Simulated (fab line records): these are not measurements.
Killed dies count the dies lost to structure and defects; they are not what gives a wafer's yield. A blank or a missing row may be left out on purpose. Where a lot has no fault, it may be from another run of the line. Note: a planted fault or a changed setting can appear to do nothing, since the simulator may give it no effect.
Lot-split experiment    flow n5 finfet    21 wafers read from 7 lots, route of 1938 steps

== SPLIT DETAILS ==
At N5_BEOL_M13_SPUTTER_43 (material TaN, target thk 15 nm, time 24.19 s), the setting time s was moved away from the recipe's 24.19 s on 6 of the 21 wafers read, by -11.7% to -6.1%. This setting was run at the recipe's value on the other wafers.

Reading taken at the split's own step.

== THE READING ==
TaN_of_BEOL_M13_SPUTTER_43.thk nm (the simulator's own value, which no gauge read), in nm, at N5_BEOL_M13_SPUTTER_43 (material TaN, target thk 15 nm, time 24.19 s). There is no usual value for it anywhere in the file. Here, 15 wafers ran the recipe; their average is 14.8 nm with a standard deviation of 0.15 nm.

wafer   tool, chamber at the split  time s as run, s  against the recipe  TaN_of_BEOL_M13_SPUTTER_43.thk nm, nm  against lot-mates on the recipe
L076.2  pvd sputter-03, -           24.19             recipe              14.8                                   -
L076.5  pvd sputter-03, -           24.19             recipe              14.8                                   -
L076.6  pvd sputter-03, -           24.19             recipe              15                                     -
L080.1  pvd sputter-01, -           22.71             -6.1%               14                                     -0.7
L080.3  pvd sputter-01, -           24.19             recipe              14.8                                   -
L080.6  pvd sputter-01, -           24.19             recipe              14.6                                   -
L079.1  pvd sputter-01, -           24.19             recipe              15                                     -
L079.3  pvd sputter-01, -           24.19             recipe              15                                     -
L079.2  pvd sputter-01, -           22.26             -8.0%               13.6                                   -1.4
L083.4  pvd sputter-01, -           22.6              -6.6%               14                                     -1.0
L083.5  pvd sputter-01, -           24.19             recipe              15                                     -
L083.6  pvd sputter-01, -           24.19             recipe              15                                     -
L086.2  pvd sputter-02, -           24.19             recipe              15                                     -
L086.3  pvd sputter-02, -           24.19             recipe              14.8                                   -
L086.4  pvd sputter-02, -           21.35             -11.7%              13                                     -1.9
L091.1  pvd sputter-01, -           21.7              -10.3%              13.4                                   -1.4
L091.2  pvd sputter-01, -           21.7              -10.3%              13.4                                   -1.4
L091.3  pvd sputter-01, -           24.19             recipe              14.8                                   -
L092.3  pvd sputter-01, -           24.19             recipe              14.8                                   -
L092.4  pvd sputter-01, -           24.19             recipe              14.6                                   -
L092.5  pvd sputter-01, -           24.19             recipe              14.6                                   -

THE FIT
A straight line over all 21 wafers: TaN_of_BEOL_M13_SPUTTER_43.thk nm changes by +0.146 nm for each +1% of time s; r = +0.98; the points scatter about the line by 0.14 nm.
The same after taking each lot's own level away (the mean of its wafers on the recipe; 21 wafers): +0.148 nm for each +1%; r = +0.99; scatter 0.11 nm.
On that fit, the largest move of time s shifts the reading by 1.7 nm.
From 14.67 to 15.00 nm: that is the span of the lots' own levels, equal to 2.2 times the standard deviation above.
Consequently the slope shifts little with the lot-to-lot level, the two slopes agreeing.
Check: for one of the wafers moved furthest among these (-11.7%), held out of the fit, the line's prediction against its lot-mates is -1.68 nm. Against them it came out at -1.9 nm.

== THE OTHER SPLITS THESE WAFERS WENT THROUGH ==
These wafers also went through other splits before the reading. Each is held against what the fit with the lots' levels taken away leaves over:
other split on the same wafers  wafers away from the commonest value  r with TaN_of_BEOL_M13_SPUTTER_43.thk nm (lot level and that fit taken away)
N5_BEOL_M13_ETCH_59 time s      7                                     -0.02
N5_BEOL_M13_COAT_65 spin rpm    7                                     -0.11

== FILE'S OWN FIT ==
TaN_of_BEOL_M13_SPUTTER_43.thk nm changes by +0.151 nm for each +1% of time s, r = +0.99.
